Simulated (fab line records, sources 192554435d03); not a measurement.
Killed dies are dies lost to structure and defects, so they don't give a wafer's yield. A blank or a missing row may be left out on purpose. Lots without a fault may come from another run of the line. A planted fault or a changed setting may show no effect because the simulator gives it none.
fab line records | flow n5_finfet
record lots=11 wafers=33 last_day=18
route steps=1938 shown BEOL_M8@1333 PASSIVATION@1936
lots that met no fault: from a run of the same line without faults
start_h: hours from the record's first day to the start of the lot's first wafer shown | wait_h: hours since the lot's step before | " the same as in the row above | L1.1+2: a row that stands for several wafers | - no value, or no start given | * or withheld: withheld | < > ~ a bound
route shown NAME@n: a module of which the file shows steps, and the number in the route of the first | usual: mean/standard deviation of fault-free wafers | same: alike in all rows | chamber/n: place in a boat | sites: the reading at each site | _std_site: their standard deviation | _edge_site: outer sites' mean less inner sites' | radius_mm: how far each site lies from the wafer's centre | mask NAME#n: copy n | behind: the tool/chamber that last shaped the wafer | hold: why the lot was held/for how many hours/how that ended | device: the transistor (n, p or np) that didn't switch | end of line: the same wafers' tests at the end of the route | a step without rows: its recipe alone | killed: dies lost to structure and defects at the first sort, not the wafer's yield | map: a wafer's dies, x killed, . not, _ none there
set.NAME: the setting as run; set.NAME@STEP: as run at that earlier step | model.NAME: the simulator's own value behind a step, which no gauge read
steps of the route over a sample of lots; a table a step, a row a wafer
services: from which hour (start_h, from the record's first day; less than 0 if before it) a tool's chamber was out of use, for how many hours, and why
## steps
# step N5_BEOL_M8_CURE_74
# recipe temp_c=385 time_s=240 ambient=He/Ar material=SiCOH_lowk
# usual lamp_power_pct=52.31/0.053 wafer_temp_C_max=386.9/0.51
# same time_s=240
# columns lot.wafer tool chamber start_h wait_h lamp_power_pct wafer_temp_C_max
L141.2 uv_cure-01 0 202.74 0.1 52.31 387.1
L141.3 " 0 " " 52.34 386.7
L141.6 " 0 " " 52.34 387.5
L143.2 uv_cure-01 1 222.48 0.1 52.30 386.6
L143.3 " 1 " " 52.29 387.2
L143.5 " 1 " " 52.17 386.8
L142.1 uv_cure-03 1 223.54 0.0 52.38 387.4
L142.2 " 1 " " 52.36 387.3
L142.4 " 1 " " 52.41 386.6
L144.2 uv_cure-01 1 223.94 0.1 52.35 386.5
L144.5 " 1 " " 52.31 386.8
L144.6 " 1 " " 52.31 386.3
L145.4 uv_cure-02 0 232.94 0.7 52.34 387.3
L145.5 " 0 " " 52.33 387.6
L145.6 " 0 " " 52.31 387.2
L154.2 uv_cure-02 0 302.67 0.1 52.43 387.1
L154.3 " 0 " " 52.24 387.5
L154.4 " 0 " " 52.31 387.8
L155.1 uv_cure-03 0 303.53 0.0 52.26 386.6
L155.4 " 0 " " 52.35 387.6
L155.6 " 0 " " 52.28 386.7
L158.3 uv_cure-02 1 311.08 0.2 52.34 386.7
L158.4 " 1 " " 52.27 386.9
L158.6 " 1 " " 52.31 386.6
L161.1 uv_cure-01 0 336.25 0.0 52.35 387.4
L161.3 " 0 " " 52.30 387.1
L161.5 " 0 " " 52.24 387.2
L162.1 uv_cure-03 2 343.24 0.0 52.29 387.0
L162.3 " 2 " " 52.25 386.8
L162.4 " 2 " " 52.35 388.2
L163.3 uv_cure-01 1 346.48 0.2 52.25 386.9
L163.4 " 1 " " 52.36 386.2
L163.5 " 1 " " 52.31 386.8
# step N5_BEOL_M8_THK_MEAS_01
# recipe reads=SiCOH_lowk_of_BEOL_M8_ILD_DEP_00
# usual M8_ILD_THK=155.3/2
# columns lot.wafer tool chamber start_h wait_h M8_ILD_THK[nm]
L141.2 film_metro-01 - 203.18 0.4 154.0
L141.3 " - " " 153.7
L141.6 " - " " 154.0
L143.2 film_metro-01 - 222.92 0.4 153.7
L143.3 " - " " 155.4
L143.5 " - " " 158.2
L142.1 film_metro-01 - 224.05 0.4 155.7
L142.2 " - " " 156.5
L142.4 " - " " 155.9
L144.2 film_metro-02 - 224.38 0.4 153.3
L144.5 " - " " 155.3
L144.6 " - " " 154.5
L145.4 film_metro-01 - 233.45 0.4 156.0
L145.5 " - " " 154.8
L145.6 " - " " 156.2
L154.2 film_metro-02 - 303.10 0.4 152.8
L154.3 " - " " 152.3
L154.4 " - " " 154.7
L155.1 film_metro-01 - 304.04 0.4 154.1
L155.4 " - " " 158.3
L155.6 " - " " 156.1
L158.3 film_metro-01 - 311.44 0.3 153.6
L158.4 " - " " 158.0
L158.6 " - " " 157.1
L161.1 film_metro-01 - 336.76 0.4 154.5
L161.3 " - " " 154.2
L161.5 " - " " 156.1
L162.1 film_metro-02 - 344.23 0.8 155.9
L162.3 " - " " 155.4
L162.4 " - " " 158.6
L163.3 film_metro-02 - 346.83 0.3 151.3
L163.4 " - " " 155.0
L163.5 " - " " 156.6
# step N5_BEOL_M8_DESCUM_16
# recipe chemistry=O2 time_s=7.9 source_power_w=50 bias_power_w=20 pressure_mtorr=20 rf_frequency_hz=2.712e+07 temp_c=40 resist=CAR-ArF o2_flow_sccm=225
# usual drypump_motor_current_A=5.9/0.54 oes_product_au=0.80/0.084 rf_vpp_V=243.3/1.4 showerhead_plenum_p_Torr=2.12/0.082 throttle_valve_pct=20.50/0.2
# same time_s=7.9
# columns lot.wafer tool chamber start_h wait_h drypump_motor_current_A oes_product_au rf_hours_counter_h rf_vpp_V showerhead_plenum_p_Torr throttle_valve_pct
L141.2 rie_diel-02 0 204.67 0.0 6.0 0.98 7 245.2 2.24 20.17
L141.3 " 3 " " 5.7 0.71 185 245.1 2.17 20.54
L141.6 " 0 " " 6.0 0.98 - 246.7 2.24 20.16
L143.2 rie_diel-05 3 227.74 0.0 5.9 0.92 25 244.6 2.23 20.54
L143.3 " 0 " " 6.6 0.79 119 244.9 2.20 20.37
L143.5 " 0 " " 6.6 0.78 - 242.7 2.19 20.36
L142.1 rie_diel-02 2 228.22 0.0 5.1 0.88 26 242.5 2.04 20.21
L142.2 " 0 " " 6.0 0.96 13 244.9 2.24 20.16
L142.4 " 1 " " 5.5 0.72 200 240.8 1.99 20.53
L144.2 rie_diel-05 1 228.43 0.1 6.7 0.68 223 240.8 1.99 20.59
L144.5 " 1 " " 6.8 0.68 - 241.9 1.99 20.57
L144.6 " 2 " " 5.7 0.86 - 242.8 2.14 20.73
L145.4 rie_diel-05 1 235.01 0.1 6.8 0.68 226 240.2 1.99 20.58
L145.5 " 0 " " 6.6 0.78 - 243.7 2.19 20.38
L145.6 " 1 " " 6.8 0.68 - 241.6 1.99 20.60
L154.2 rie_diel-02 0 306.54 1.0 6.0 0.91 33 244.1 2.23 20.20
L154.3 " 2 " " 5.1 0.84 45 242.0 2.04 20.24
L154.4 " 1 " " 5.5 0.70 221 242.2 1.99 20.55
L155.1 rie_diel-05 2 306.81 0.9 5.7 0.81 82 244.5 2.13 20.77
L155.4 " 3 " " 5.9 0.87 - 245.0 2.22 20.60
L155.6 " 0 " " 6.6 0.76 - 244.7 2.18 20.41
L158.3 rie_diel-02 1 313.84 0.0 5.5 0.70 224 240.8 1.99 20.54
L158.4 " 2 " " 5.1 0.85 48 242.0 2.04 20.25
L158.6 " 1 " " 5.4 0.70 - 242.3 1.99 20.57
L161.1 rie_diel-01 3 339.92 0.1 5.4 0.70 199 244.0 2.08 20.84
L161.3 " 2 " " 6.8 0.71 215 242.8 2.06 20.47
L161.5 " 3 " " 5.4 0.70 - 242.5 2.08 20.84
L162.1 rie_diel-05 2 345.38 0.1 5.7 0.80 97 243.0 2.12 20.78
L162.3 " 3 " " 6.0 0.85 74 245.7 2.21 20.61
L162.4 " 0 " " 6.6 0.75 165 244.9 2.18 20.45
L163.3 rie_diel-05 3 349.80 0.0 6.0 0.84 75 245.1 2.21 20.63
L163.4 " 1 " " 6.8 0.93 10 245.2 2.24 20.31
L163.5 " 3 " " 5.9 0.84 - 246.1 2.21 20.60
# step N5_BEOL_M8_COAT_71
# recipe resist=underlayer temp_c=205 time_s=60 spin_rpm=1500 resist_thk_nm=5
# usual heater_power_total_W=391.6/1.4 plate_temp_C=204.98/0.15 resist_line_temp_C=23.00/0.1
# same time_s=60
# columns lot.wafer tool chamber start_h wait_h heater_power_total_W plate_temp_C resist_line_temp_C
L141.2 litho_track-03 0 210.57 - 390.6 205.14 22.94
L141.3 " 0 " " 393.7 204.97 22.67
L141.6 " 0 " " 391.1 204.92 23.02
L143.2 litho_track-03 0 228.25 - 390.0 204.88 22.96
L143.3 " 0 " " 391.9 204.94 23.03
L143.5 " 0 " " 392.5 205.05 22.99
L142.1 litho_track-02 0 228.82 - 389.8 204.94 22.92
L142.2 " 0 " " 392.2 205.09 23.01
L142.4 " 0 " " 393.4 205.21 22.89
L144.2 litho_track-05 0 229.52 - 393.6 204.84 23.03
L144.5 " 0 " " 390.2 205.05 23.20
L144.6 " 0 " " 389.6 205.06 23.22
L145.4 litho_track-02 0 236.72 - 390.2 204.66 22.83
L145.5 " 0 " " 391.9 205.08 22.97
L145.6 " 0 " " 394.0 205.04 22.94
L154.2 litho_track-02 0 307.18 - 384.6 202.41 22.98
L154.3 " 0 " " 384.7 202.68 22.77
L154.4 " 0 " " 388.0 202.56 23.02
L155.1 litho_track-02 0 307.36 - 385.0 202.71 22.91
L155.4 " 0 " " 384.3 202.52 23.00
L155.6 " 0 " " 384.8 202.69 23.10
L158.3 litho_track-03 0 316.38 - 390.2 204.98 23.09
L158.4 " 0 " " 391.4 205.17 23.11
L158.6 " 0 " " 391.2 204.88 23.11
L161.1 litho_track-03 0 343.51 - 390.2 205.24 23.19
L161.3 " 0 " " 389.9 205.00 23.14
L161.5 " 0 " " 393.9 204.94 23.15
L162.1 litho_track-03 0 348.31 - 393.0 205.04 23.10
L162.3 " 0 " " 392.1 205.00 23.10
L162.4 " 0 " " 392.7 204.80 23.03
L163.3 litho_track-05 0 355.51 - 393.6 205.13 23.05
L163.4 " 0 " " 391.3 205.08 22.79
L163.5 " 0 " " 393.5 205.19 23.00
# step N5_PASSIVATION_PROBE_49
# usual defect_limited_yield=91.6/1.4 killed_at_M0_to_M3=30/8.7 killed_at_M4_up=14/5.4 killed_at_contacts=11/6.4 killed_at_front_end=40/12 killed_at_other=3/3.1 killed_dies=99/17 killed_open=64/12 killed_short=33/8.1 sort_bin_5_function=4.9/0.88 sort_bin_6_memory=3.1/0.69 sort_n_pass=1081/17 sort_yield_pct=91.6/1.4
# same gross_dies=1180 killed_at_back_side=0 sort_bin_4_leakage[%]=0 sort_bin_8_speed[%]=0
# columns lot.wafer tool chamber start_h wait_h defect_limited_yield[%] killed_at_M0_to_M3 killed_at_M4_up killed_at_contacts killed_at_front_end killed_at_other killed_dies killed_open killed_short sort_bin_5_function[%] sort_bin_6_memory[%] sort_n_pass sort_yield_pct[%]
L141.2 prober-01 - 288.09 0.1 89.7 52 14 3 51 2 122 88 33 5.9 4.4 1058 89.7
L141.3 prober-01 - 288.14 0.1 90.7 51 7 7 43 2 110 73 35 4.9 4.2 1070 90.7
L141.6 prober-01 - 288.29 0.3 90.6 49 8 9 42 3 111 60 51 5.9 3.2 1069 90.6
L144.2 prober-02 - 294.52 0.1 91.9 35 10 11 34 6 96 72 24 5.3 2.7 1084 91.9
L144.5 prober-02 - 294.67 0.2 93.6 37 8 6 19 5 75 53 22 3.7 2.3 1105 93.6
L144.6 prober-02 - 294.72 0.3 91.2 43 19 8 33 1 104 69 35 5.6 2.9 1076 91.2
L142.1 prober-02 - 299.13 0.0 91.9 43 16 15 21 0 95 71 24 5.3 2.6 1085 91.9
L142.2 prober-02 - 299.18 0.1 92.9 19 9 17 39 0 84 59 25 4.6 2.5 1096 92.9
L142.4 prober-02 - 299.28 0.2 90.8 41 17 4 47 0 109 70 38 4.7 3.9 1071 90.8
L143.2 prober-01 - 308.46 0.1 92.8 29 8 15 32 1 85 60 24 4.7 2.4 1095 92.8
L143.3 prober-01 - 308.51 0.1 89.8 44 22 20 32 2 120 78 42 6.0 3.6 1060 89.8
L143.5 prober-01 - 308.61 0.2 91.9 36 18 10 31 0 95 66 28 4.1 3.8 1085 91.9
L145.4 prober-02 - 309.17 0.2 90.3 29 11 14 55 6 115 73 40 5.5 3.9 1065 90.3
L145.5 prober-02 - 309.22 0.2 90.9 33 12 13 49 0 107 64 41 4.6 4.2 1073 90.9
L145.6 prober-02 - 309.27 0.3 93.3 24 9 14 28 4 79 48 31 3.8 2.5 1101 93.3
L155.1 prober-01 - 395.10 0.0 92.2 31 9 11 36 5 92 63 27 4.2 3.3 1088 92.2
L155.4 prober-01 - 395.25 0.2 93.4 14 16 20 25 3 78 52 26 3.7 2.5 1102 93.4
L155.6 prober-01 - 395.35 0.3 93.5 40 8 10 15 4 77 46 31 3.8 2.5 1103 93.5
L154.2 prober-01 - 399.82 0.1 92.2 26 14 10 37 5 92 57 34 4.3 3.1 1088 92.2
L154.3 prober-01 - 399.87 0.1 90.4 21 15 11 63 3 113 87 26 5.3 4.2 1067 90.4
L154.4 prober-01 - 399.92 0.2 91.8 23 18 12 44 0 97 56 41 5.0 3.1 1083 91.8
L158.3 prober-02 - 400.05 0.1 89.5 26 17 13 67 1 124 89 34 7.1 3.1 1056 89.5
L158.4 prober-02 - 400.10 0.2 89.7 37 13 6 60 5 121 63 55 5.8 3.7 1059 89.7
L158.6 prober-02 - 400.20 0.3 92.3 25 14 9 39 4 91 64 23 4.3 3.1 1089 92.3
L161.1 prober-01 - 417.59 0.0 91.8 37 20 6 33 1 97 61 33 5.3 2.7 1083 91.8
L161.3 prober-01 - 417.69 0.1 90.8 41 14 10 40 4 109 70 36 5.5 3.3 1071 90.8
L161.5 prober-01 - 417.79 0.2 90.7 27 25 4 52 2 110 72 38 5.6 3.3 1070 90.7
L162.1 prober-02 - 417.59 0.0 91.8 36 11 16 33 1 97 52 44 5.0 2.9 1083 91.8
L162.3 prober-02 - 417.69 0.1 92.5 34 6 3 43 3 89 58 30 4.2 3.1 1091 92.5
L162.4 prober-02 - 417.74 0.2 89.7 44 16 19 42 0 121 80 41 6.3 3.6 1059 89.7
L163.3 prober-01 - 429.04 0.1 93.8 23 15 7 28 0 73 40 33 3.6 2.5 1107 93.8
L163.4 prober-01 - 429.09 0.2 91.5 40 7 11 42 0 100 68 30 4.6 3.4 1080 91.5
L163.5 prober-01 - 429.14 0.2 91.5 24 20 17 36 3 100 71 29 5.2 3.2 1080 91.5
# killed by level:class
L141.2 STI_FIN_REVEAL:geometric_particle:open=24 BEOL_M2:geometric_particle:open=13 BEOL_M0_SAQP:geometric_particle:open=11 BEOL_M3:geometric_particle:open=10 BEOL_M0_SAQP:geometric_particle:short=7 BEOL_M1:geometric_particle:open=6 STI_FIN_REVEAL:geometric_particle:short=5 FIN_SAQP:geometric_particle:short=4
L141.3 BEOL_M2:geometric_particle:open=15 STI_FIN_REVEAL:geometric_particle:open=11 BEOL_M3:geometric_particle:open=9 BEOL_M0_SAQP:geometric_particle:short=8 FIN_SAQP:geometric_particle:open=6 FIN_SAQP:geometric_particle:short=5 MOL_CONTACT_COAG:geometric_particle:open=5 BEOL_M1:geometric_particle:open=5
L141.6 BEOL_M0_SAQP:geometric_particle:short=12 BEOL_M0_SAQP:geometric_particle:open=12 FIN_SAQP:geometric_particle:short=10 STI_FIN_REVEAL:geometric_particle:open=9 BEOL_M2:geometric_particle:open=8 FIN_SAQP:geometric_particle:open=5 GATE_CUT:geometric_particle:short=5 MOL_CONTACT_COAG:geometric_particle:open=5
L144.2 BEOL_M3:geometric_particle:open=13 MOL_CONTACT_COAG:geometric_particle:open=9 DUMMY_GATE:geometric_particle:open=7 FIN_SAQP:geometric_particle:short=6 STI_FIN_REVEAL:geometric_particle:open=6 BEOL_M0_SAQP:geometric_particle:open=6 BEOL_M1:geometric_particle:open=6 BEOL_M2:geometric_particle:open=6
L144.5 BEOL_M2:geometric_particle:open=9 FIN_SAQP:geometric_particle:open=8 BEOL_M0_SAQP:geometric_particle:open=7 BEOL_M3:geometric_particle:open=7 BEOL_M0_SAQP:geometric_particle:short=5 MOL_CONTACT_COAG:geometric_particle:open=4 BEOL_M4:geometric_particle:open=4 FIN_SAQP:geometric_particle:short=3
L144.6 BEOL_M2:geometric_particle:open=12 FIN_SAQP:geometric_particle:short=9 BEOL_M3:geometric_particle:open=8 STI_FIN_REVEAL:geometric_particle:open=7 MOL_CONTACT_COAG:geometric_particle:open=7 BEOL_M0_SAQP:geometric_particle:short=6 BEOL_M5:geometric_particle:open=5 FIN_SAQP:geometric_particle:open=4
L142.1 BEOL_M2:geometric_particle:open=14 BEOL_M3:geometric_particle:open=12 MOL_CONTACT_COAG:geometric_particle:open=10 FIN_SAQP:geometric_particle:open=7 MOL_CONTACT_COAG:geometric_particle:short=5 BEOL_M1:geometric_particle:open=5 BEOL_M4:geometric_particle:open=4 FIN_SAQP:geometric_particle:short=3
L142.2 FIN_SAQP:geometric_particle:open=14 MOL_CONTACT_COAG:geometric_particle:open=14 FIN_SAQP:geometric_particle:short=6 DUMMY_GATE:geometric_particle:open=4 BEOL_M0_SAQP:geometric_particle:open=4 BEOL_M1:geometric_particle:open=4 BEOL_M4:geometric_particle:open=4 STARTING-WAFER:geometric_particle:open=4
L142.4 BEOL_M1:geometric_particle:open=10 BEOL_M4:geometric_particle:open=10 FIN_SAQP:geometric_particle:open=8 FIN_SAQP:geometric_particle:short=6 STI_FIN_REVEAL:geometric_particle:open=6 DUMMY_GATE:geometric_particle:open=6 BEOL_M0_SAQP:geometric_particle:short=6 BEOL_M2:geometric_particle:open=6
L143.2 MOL_CONTACT_COAG:geometric_particle:open=13 BEOL_M1:geometric_particle:open=10 STI_FIN_REVEAL:geometric_particle:open=6 BEOL_M0_SAQP:geometric_particle:short=6 BEOL_M0_SAQP:geometric_particle:open=6 FIN_SAQP:geometric_particle:short=5 DUMMY_GATE:geometric_particle:open=5 FIN_SAQP:geometric_particle:open=4
L143.3 MOL_CONTACT_COAG:geometric_particle:open=13 BEOL_M0_SAQP:geometric_particle:open=11 BEOL_M0_SAQP:geometric_particle:short=9 BEOL_M3:geometric_particle:open=9 BEOL_M4:geometric_particle:open=8 MOL_CONTACT_COAG:geometric_particle:short=7 BEOL_M1:geometric_particle:open=7 FIN_SAQP:geometric_particle:open=5
L143.5 DUMMY_GATE:geometric_particle:open=12 BEOL_M0_SAQP:geometric_particle:open=11 BEOL_M4:geometric_particle:open=11 MOL_CONTACT_COAG:geometric_particle:open=7 BEOL_M1:geometric_particle:open=7 BEOL_M0_SAQP:geometric_particle:short=7 GATE_CUT:geometric_particle:short=6 BEOL_M3:geometric_particle:open=4
L145.4 FIN_SAQP:geometric_particle:open=18 MOL_CONTACT_COAG:geometric_particle:open=13 FIN_SAQP:geometric_particle:short=12 BEOL_M0_SAQP:geometric_particle:short=9 BEOL_M0_SAQP:geometric_particle:open=7 BEOL_M4:geometric_particle:open=5 GATE_CUT:geometric_particle:short=4 GATE_CUT:geometric_particle:open=4
L145.5 FIN_SAQP:geometric_particle:open=17 BEOL_M1:geometric_particle:short=15 MOL_CONTACT_COAG:geometric_particle:open=9 FIN_SAQP:geometric_particle:short=8 DUMMY_GATE:geometric_particle:open=6 BEOL_M4:geometric_particle:open=6 BEOL_M0_SAQP:geometric_particle:short=5 STARTING-WAFER:geometric_particle:short=5
L145.6 MOL_CONTACT_COAG:geometric_particle:open=12 FIN_SAQP:geometric_particle:short=9 FIN_SAQP:geometric_particle:open=9 BEOL_M1:geometric_particle:short=8 BEOL_M1:geometric_particle:open=6 BEOL_M4:geometric_particle:open=5 BEOL_M3:geometric_particle:short=3 STI_FIN_REVEAL:geometric_particle:open=2
L155.1 BEOL_M0_SAQP:geometric_particle:open=12 MOL_CONTACT_COAG:geometric_particle:open=10 FIN_SAQP:geometric_particle:open=8 STI_FIN_REVEAL:geometric_particle:open=7 GATE_CUT:geometric_particle:short=6 BEOL_M0_SAQP:geometric_particle:short=6 GATE_CUT:geometric_particle:open=5 BEOL_M1:geometric_particle:open=4
L155.4 MOL_CONTACT_COAG:geometric_particle:open=13 MOL_CONTACT_COAG:geometric_particle:short=7 BEOL_M0_SAQP:geometric_particle:open=6 BEOL_M4:geometric_particle:open=6 GATE_CUT:geometric_particle:short=5 FIN_SAQP:geometric_particle:short=4 BEOL_M5:geometric_particle:open=4 FIN_SAQP:geometric_particle:open=3
L155.6 BEOL_M0_SAQP:geometric_particle:short=14 BEOL_M0_SAQP:geometric_particle:open=12 MOL_CONTACT_COAG:geometric_particle:open=10 STI_FIN_REVEAL:geometric_particle:open=4 GATE_CUT:geometric_particle:short=4 BEOL_M1:geometric_particle:open=4 BEOL_M3:geometric_particle:open=4 BEOL_M1:geometric_particle:short=2
L154.2 FIN_SAQP:geometric_particle:short=10 MOL_CONTACT_COAG:geometric_particle:open=10 BEOL_M0_SAQP:geometric_particle:open=9 STI_FIN_REVEAL:geometric_particle:open=5 BEOL_M0_SAQP:geometric_particle:short=5 GATE_CUT:geometric_particle:short=4 BEOL_M2:geometric_particle:open=4 FIN_SAQP:geometric_particle:open=3
L154.3 FIN_SAQP:geometric_particle:open=21 FIN_SAQP:geometric_particle:short=13 STI_FIN_REVEAL:geometric_particle:open=11 MOL_CONTACT_COAG:geometric_particle:open=11 BEOL_M4:geometric_particle:open=8 BEOL_M3:geometric_particle:open=6 BEOL_M2:geometric_particle:open=5 DUMMY_GATE:geometric_particle:open=5
L154.4 FIN_SAQP:geometric_particle:short=12 MOL_CONTACT_COAG:geometric_particle:open=11 FIN_SAQP:geometric_particle:open=7 BEOL_M5:geometric_particle:open=7 GATE_CUT:geometric_particle:short=6 BEOL_M4:geometric_particle:open=6 BEOL_M0_SAQP:geometric_particle:open=5 BEOL_M0_SAQP:geometric_particle:short=5
L158.3 STI_FIN_REVEAL:geometric_particle:open=23 DUMMY_GATE:geometric_particle:open=13 GATE_CUT:geometric_particle:short=8 MOL_CONTACT_COAG:geometric_particle:open=7 BEOL_M4:geometric_particle:open=7 BEOL_M2:geometric_particle:open=7 MOL_CONTACT_COAG:geometric_particle:short=6 FIN_SAQP:geometric_particle:short=4
L158.4 STI_FIN_REVEAL:geometric_particle:open=10 BEOL_M0_SAQP:geometric_particle:short=10 DUMMY_GATE:geometric_particle:open=8 BEOL_M0_SAQP:geometric_particle:open=8 FIN_SAQP:geometric_particle:open=7 FIN_SAQP:geometric_particle:short=7 GATE_CUT:geometric_particle:short=6 BEOL_M0:geometric_particle:short=6
L158.6 STI_FIN_REVEAL:geometric_particle:open=11 BEOL_M4:geometric_particle:open=8 MOL_CONTACT_COAG:geometric_particle:open=7 BEOL_M0:geometric_particle:open=7 STI_FIN_REVEAL:geometric_particle:short=6 DUMMY_GATE:geometric_particle:open=5 BEOL_M2:geometric_particle:open=5 BEOL_M0_SAQP:geometric_particle:open=4
L161.1 BEOL_M0_SAQP:geometric_particle:short=13 BEOL_M0_SAQP:geometric_particle:open=11 FIN_SAQP:geometric_particle:short=8 MOL_CONTACT_COAG:geometric_particle:open=6 BEOL_M2:geometric_particle:open=6 FIN_SAQP:geometric_particle:open=5 BEOL_M1:geometric_particle:open=5 BEOL_M4:geometric_particle:open=5
L162.1 BEOL_M0_SAQP:geometric_particle:short=13 MOL_CONTACT_COAG:geometric_particle:open=13 FIN_SAQP:geometric_particle:short=10 BEOL_M2:geometric_particle:open=6 BEOL_M3:geometric_particle:open=5 STARTING-WAFER:geometric_particle:open=5 FIN_SAQP:geometric_particle:open=3 ILD0:geometric_particle:open=3
L161.3 BEOL_M0_SAQP:geometric_particle:short=13 BEOL_M2:geometric_particle:open=10 MOL_CONTACT_COAG:geometric_particle:open=9 BEOL_M0_SAQP:geometric_particle:open=9 FIN_SAQP:geometric_particle:open=8 BEOL_M4:geometric_particle:open=7 STI_FIN_REVEAL:geometric_particle:open=6 DUMMY_GATE:geometric_particle:open=6
L162.3 STI_FIN_REVEAL:geometric_particle:open=12 FIN_SAQP:geometric_particle:open=8 GATE_CUT:geometric_particle:short=8 BEOL_M0_SAQP:geometric_particle:open=8 BEOL_M1:geometric_particle:open=8 BEOL_M0_SAQP:geometric_particle:short=7 BEOL_M2:geometric_particle:open=5 STI_FIN_REVEAL:geometric_particle:short=4
L162.4 MOL_CONTACT_COAG:geometric_particle:open=17 BEOL_M0_SAQP:geometric_particle:open=13 FIN_SAQP:geometric_particle:short=11 FIN_SAQP:geometric_particle:open=10 BEOL_M0_SAQP:geometric_particle:short=9 BEOL_M1:geometric_particle:open=6 BEOL_M2:geometric_particle:open=6 BEOL_M3:geometric_particle:open=6
L161.5 FIN_SAQP:geometric_particle:open=14 FIN_SAQP:geometric_particle:short=13 BEOL_M4:geometric_particle:open=13 BEOL_M0_SAQP:geometric_particle:short=10 DUMMY_GATE:geometric_particle:open=7 STI_FIN_REVEAL:geometric_particle:open=5 BEOL_M0_SAQP:geometric_particle:open=5 STARTING-WAFER:geometric_particle:open=5
L163.3 FIN_SAQP:geometric_particle:short=8 BEOL_M1:geometric_particle:open=6 BEOL_M2:geometric_particle:open=6 BEOL_M4:geometric_particle:open=6 MOL_CONTACT_COAG:geometric_particle:short=4 BEOL_M0_SAQP:geometric_particle:short=4 GATE_CUT:geometric_particle:short=3 MOL_CONTACT_COAG:geometric_particle:open=3
L163.4 BEOL_M2:geometric_particle:open=12 STI_FIN_REVEAL:geometric_particle:open=8 MOL_CONTACT_COAG:geometric_particle:open=8 BEOL_M0_SAQP:geometric_particle:open=7 FIN_SAQP:geometric_particle:short=6 BEOL_M0_SAQP:geometric_particle:short=6 FIN_SAQP:geometric_particle:open=5 DUMMY_GATE:geometric_particle:open=5
L163.5 MOL_CONTACT_COAG:geometric_particle:open=14 BEOL_M0_SAQP:geometric_particle:open=12 FIN_SAQP:geometric_particle:short=7 BEOL_M4:geometric_particle:open=7 STI_FIN_REVEAL:geometric_particle:open=6 BEOL_M0_SAQP:geometric_particle:short=6 FIN_SAQP:geometric_particle:open=5 BEOL_M5:geometric_particle:open=5
## services
# columns tool chamber start_h hours kind
rie_diel-05 - 187.38 0.9 repair
rie_diel-01 2 196.04 7.1 repair
rie_diel-01 1 201.64 6.7 repair
uv_cure-03 - 222.67 0.8 repair
uv_cure-01 - 227.54 7.5 pm
uv_cure-01 - 235.09 1.0 pm
rie_diel-01 - 241.09 2.8 pm
uv_cure-03 - 247.18 4.3 pm
rie_diel-02 2 258.74 4.7 repair
uv_cure-02 - 279.48 6.0 pm
rie_diel-01 0 293.16 1.2 repair
rie_diel-05 1 303.42 - clean
rie_diel-05 1 303.42 - consumable_replace:focus_ring
rie_diel-05 1 303.42 - consumable_replace:showerhead
rie_diel-05 1 303.42 14.9 scheduled_down
rie_diel-05 1 303.42 14.9 vent_cycle
litho_track-02 - 313.56 - consumable_replace:filter
rie_diel-01 1 336.96 29.8 repair
uv_cure-01 - 338.62 7.5 pm
rie_diel-01 3 346.95 3.7 repair
## key
first_sign step=N5_BEOL_M8_COAT_71 reading=plate_temp_C direction=down sigmas=16 usual=* struck=*
effect step=N5_BEOL_M8_COAT_71 reading=heater_power_total_W direction=down sigmas=4.7 usual=* struck=*
met_at N5_BEOL_M8_COAT_71
struck_lots L154,L155
not_acting_at N5_BEOL_M8_CURE_74,N5_BEOL_M8_THK_MEAS_01,N5_BEOL_M8_DESCUM_16
onset_between 236.72 307.18
fault kind=process_parameter_drift tool=litho_track-02 chamber=- onset_h=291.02 steps=N5_BEOL_M8_COAT_71 channel=temp_c offset=* shape=step end_h=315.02 acts_in=* stated=*
